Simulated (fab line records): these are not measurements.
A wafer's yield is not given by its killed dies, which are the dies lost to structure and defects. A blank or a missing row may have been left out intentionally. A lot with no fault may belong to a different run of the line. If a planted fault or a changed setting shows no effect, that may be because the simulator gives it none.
Which tool did it?    flow nandHarc    13 lots, 36 wafers sampled, at 6 steps of a route of 1302

## WHAT THE GAUGES READ, wafer by wafer
NHARC_P_GATE_CD_MEAS_26: the cd target is 120 nm.
lot   measured      on        cdNm (nm)
L525  day 5 02:38   cdSem-01  120.7 120.9 120.5
L526  day 5 08:42   cdSem-03  119.8 119.5 118.8
L529  day 6 19:04   cdSem-03  120.4 120.2 119.6
L531  day 7 13:22   cdSem-02  119.8 119.9 119.7
L535  day 9 00:05   cdSem-02  120.1 123.6
L536  day 9 17:57   cdSem-01  119.8 124.7
L537  day 9 19:41   cdSem-01  119.5 123.6
L540  day 11 03:58  cdSem-01  119.7 119.9 119.7
L542  day 12 01:53  cdSem-02  120.2 120.3 120.5
L544  day 13 01:11  cdSem-01  119.6 119.6 120.0
L545  day 13 07:12  cdSem-02  120.0 119.8 120.8
L546  day 13 16:05  cdSem-01  120.0 119.5 120.0
L547  day 14 05:16  cdSem-01  119.5 120.0 119.6

NHARC_END_SORT_01.
lot   measured      on         killedAtArray  killedAtOther  killedAtPeriphery  killedDies  killedOpen  killedShort
L540  day 30 08:06  prober-01  32 36 25       1 0 0          8 6 3              41 42 28    3 2 0       2 1 0
L547  day 33 12:05  prober-02  35 45 42       0 0 0          8 3 6              43 48 48    4 0 0       4 1 2

## TOOL THAT RAN EACH LOT (tool first, then ch and the chambers of the sampled wafers, then the start)
lot   NHARC_P_STI_CMP_21             NHARC_P_GATE_PEB_24               NHARC_P_GATE_ETCHBACK_37                      NHARC_P_GATE_STRIP_101
L525  cmp-03 ch 0,1,2, day 3 15:59   lithoTrack-06 ch 0, day 5 02:34   rieDiel-05 ch 2,3, day 5 13:40 or earlier     rieDiel-05 ch 0,2, day 5 13:40
L526  cmp-04 ch 0,1, day 3 23:29     lithoTrack-04 ch 0, day 5 08:37   rieDiel-13 ch 0,2,3, day 5 20:02 or earlier   rieDiel-13 ch 0,2,3, day 5 20:02
L529  cmp-04 ch 0,2, day 5 11:23     lithoTrack-04 ch 0, day 6 18:59   rieDiel-02 ch 1,2, day 7 06:07 or earlier     rieDiel-02 ch 2,3, day 7 06:07
L531  cmp-03 ch 1,2,3, day 6 01:36   lithoTrack-06 ch 0, day 7 13:17   rieDiel-05 ch 2,3, day 8 00:29 or earlier     rieDiel-05 ch 0,1, day 8 00:29
L535  cmp-04 ch 3, day 7 16:25       lithoTrack-01 ch 0, day 8 23:59   rieDiel-05 ch 3, day 9 11:13 or earlier       rieDiel-05 ch 1, day 9 11:13
L536  cmp-04 ch 0,3, day 8 06:56     lithoTrack-01 ch 0, day 9 17:52   rieDiel-05 ch 0,1, day 10 05:05 or earlier    rieDiel-05 ch 0,3, day 10 05:05
L537  cmp-04 ch 1, day 8 13:02       lithoTrack-01 ch 0, day 9 19:36   rieDiel-05 ch 1,3, day 10 06:42 or earlier    rieDiel-05 ch 2,3, day 10 06:42
L540  cmp-03 ch 1,2,3, day 9 20:35   lithoTrack-04 ch 0, day 11 03:53  rieDiel-02 ch 0,1,2, day 11 15:09 or earlier  rieDiel-02 ch 0,1,3, day 11 15:09
L542  cmp-04 ch 1,2,3, day 10 18:08  lithoTrack-06 ch 0, day 12 01:49  rieDiel-13 ch 1,2, day 12 12:58 or earlier    rieDiel-13 ch 1,2, day 12 12:58
L544  cmp-03 ch 2,3, day 11 15:32    lithoTrack-06 ch 0, day 13 01:06  rieDiel-13 ch 2,3, day 13 14:24 or earlier    rieDiel-13 ch 2,3, day 13 14:24
L545  cmp-04 ch 0,3, day 12 00:41    lithoTrack-06 ch 0, day 13 07:07  rieDiel-13 ch 0,2,3, day 13 19:10 or earlier  rieDiel-13 ch 0,2,3, day 13 19:10
L546  cmp-03 ch 1,2, day 12 07:17    lithoTrack-04 ch 0, day 13 16:01  rieDiel-13 ch 0,2, day 14 03:17 or earlier    rieDiel-13 ch 1,2,3, day 14 03:17
L547  cmp-04 ch 1,2,3, day 12 21:58  lithoTrack-06 ch 0, day 14 05:11  rieDiel-13 ch 0,2,3, day 14 16:13 or earlier  rieDiel-13 ch 0,2,3, day 14 16:13
- NHARC_P_STI_CMP_21: polishes, t overpolish 20 s, target thk 380.67 nm.
- NHARC_P_GATE_PEB_24: peb time 65 s.
- NHARC_P_GATE_ETCHBACK_37: etches the open film in CHF3/O2, target depth 34.5 nm, time 17.2 s.
- NHARC_P_GATE_STRIP_101: strips in O2, time 20 s.

## AS READ BY THE TOOLS THEMSELVES (means over the sampled wafers that have a number; for cases with no such wafer, the mark the record gives instead)
NHARC_P_STI_CMP_21.
lot   tool    motorCurrentA (A)  overpolishRunS (s)
L525  cmp-03  10.5               20.002
L526  cmp-04  12.2               19.998
L529  cmp-04  12.0               19.995
L531  cmp-03  11.0               19.990
L535  cmp-04  11.8               20.006
L536  cmp-04  11.9               19.992
L537  cmp-04  12.8               20.002
L540  cmp-03  11.1               20.005
L542  cmp-04  12.4               20.000
L544  cmp-03  11.8               19.997
L545  cmp-04  12.1               20.002
L546  cmp-03  10.5               19.994
L547  cmp-04  12.3               20.000

NHARC_P_GATE_PEB_24.
lot   tool           heaterPowerTotalW (W)
L525  lithoTrack-06  156.2
L526  lithoTrack-04  156.6
L529  lithoTrack-04  156.4
L531  lithoTrack-06  156.2
L535  lithoTrack-01  162.1
L536  lithoTrack-01  161.1
L537  lithoTrack-01  161.9
L540  lithoTrack-04  156.6
L542  lithoTrack-06  156.6
L544  lithoTrack-06  156.8
L545  lithoTrack-06  156.7
L546  lithoTrack-04  156.2
L547  lithoTrack-06  156.2

NHARC_P_GATE_ETCHBACK_37.
lot   tool        drypumpMotorCurrentA (A)  oesProductAu (a.u.)  rfVppV (V)  showerheadPlenumPTorr (Torr)  throttleValvePct (%)
L525  rieDiel-05  5.3                       0.931                367.0       2.26                          20.574
L526  rieDiel-13  5.6                       0.930                369.9       2.37                          20.564
L529  rieDiel-02  5.3                       0.929                370.2       2.39                          20.566
L531  rieDiel-05  5.3                       0.925                367.9       2.25                          20.570
L535  rieDiel-05  5.1                       0.988                368.9       2.25                          20.565
L536  rieDiel-05  5.7                       0.998                373.4       2.52                          20.572
L537  rieDiel-05  5.5                       0.938                369.8       2.36                          20.566
L540  rieDiel-02  5.4                       0.923                370.7       2.40                          20.578
L542  rieDiel-13  5.7                       0.924                370.0       2.38                          20.574
L544  rieDiel-13  5.7                       0.956                370.3       2.41                          20.578
L545  rieDiel-13  5.6                       0.941                370.4       2.37                          20.580
L546  rieDiel-13  5.6                       0.969                369.2       2.38                          20.581
L547  rieDiel-13  5.6                       0.924                370.5       2.37                          20.564

NHARC_P_GATE_STRIP_101.
lot   tool        drypumpMotorCurrentA (A)  oesProductAu (a.u.)  rfVppV (V)  showerheadPlenumPTorr (Torr)  throttleValvePct (%)
L525  rieDiel-05  5.8                       1.004                58.5        3.47                          17.042
L526  rieDiel-13  5.6                       1.000                57.6        3.49                          17.035
L529  rieDiel-02  5.6                       1.007                58.1        3.50                          17.030
L531  rieDiel-05  5.8                       1.009                58.7        3.67                          17.034
L535  rieDiel-05  5.9                       1.003                57.8        3.63                          17.035
L536  rieDiel-05  5.3                       0.999                57.5        3.53                          17.030
L537  rieDiel-05  5.5                       0.996                56.7        3.31                          17.043
L540  rieDiel-02  5.7                       1.001                58.1        3.62                          17.041
L542  rieDiel-13  5.5                       1.002                57.0        3.42                          17.040
L544  rieDiel-13  5.8                       1.006                57.4        3.54                          17.035
L545  rieDiel-13  5.6                       0.993                58.5        3.49                          17.034
L546  rieDiel-13  5.7                       0.998                57.5        3.47                          17.035
L547  rieDiel-13  5.6                       1.000                58.2        3.49                          17.041

## THE ANSWER, worked out from the rows above alone
Rule: what is usual is taken from the lots themselves. The widest of any qualifying gaps counts: lots, ordered by their means at a reading, are off when they make up no more than a third of the lots, leave a main group of 4 or more, and stand apart from it by 3 or more times the standard deviation of that group's means. A main group whose means are all the same, to the digits that the tables above print for the reading, isn't used. A lot without any number at a reading at which 4 lots or more have one is off too. Any other lot the step has rows for is counted as sound. First the gauges in route order, then the tools' own readings, where a lot's mean is used as printed above. At the first step where some lot is off, the reading lying furthest off is the one used; lots without a number count as furthest.
Off: L535, L536, L537, at NHARC_P_GATE_PEB_24 (heaterPowerTotalW). Mean 156.4 W and standard deviation 0.22 in the main group.
If a tool, at that step or one of the process steps before it, ran each lot that is off and ran no sound lot following the first of them, it fits. One fits: NHARC_P_GATE_PEB_24 on lithoTrack-01. It ran no sound lot before its first lot that is off in this sample, so the start can't be narrowed down.
The tool's own readings at NHARC_P_GATE_PEB_24 bear it out: on the lots that are off they differ by more than 5 times the standard deviation of the sound lots' means. heaterPowerTotalW reads 161.7 W there against 156.4 W on the sound lots.

## WHAT WAS PUT IN BY THE SIMULATOR
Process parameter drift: lithoTrack-01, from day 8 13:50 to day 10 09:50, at NHARC_P_GATE_PEB_24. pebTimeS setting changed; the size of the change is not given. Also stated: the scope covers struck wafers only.
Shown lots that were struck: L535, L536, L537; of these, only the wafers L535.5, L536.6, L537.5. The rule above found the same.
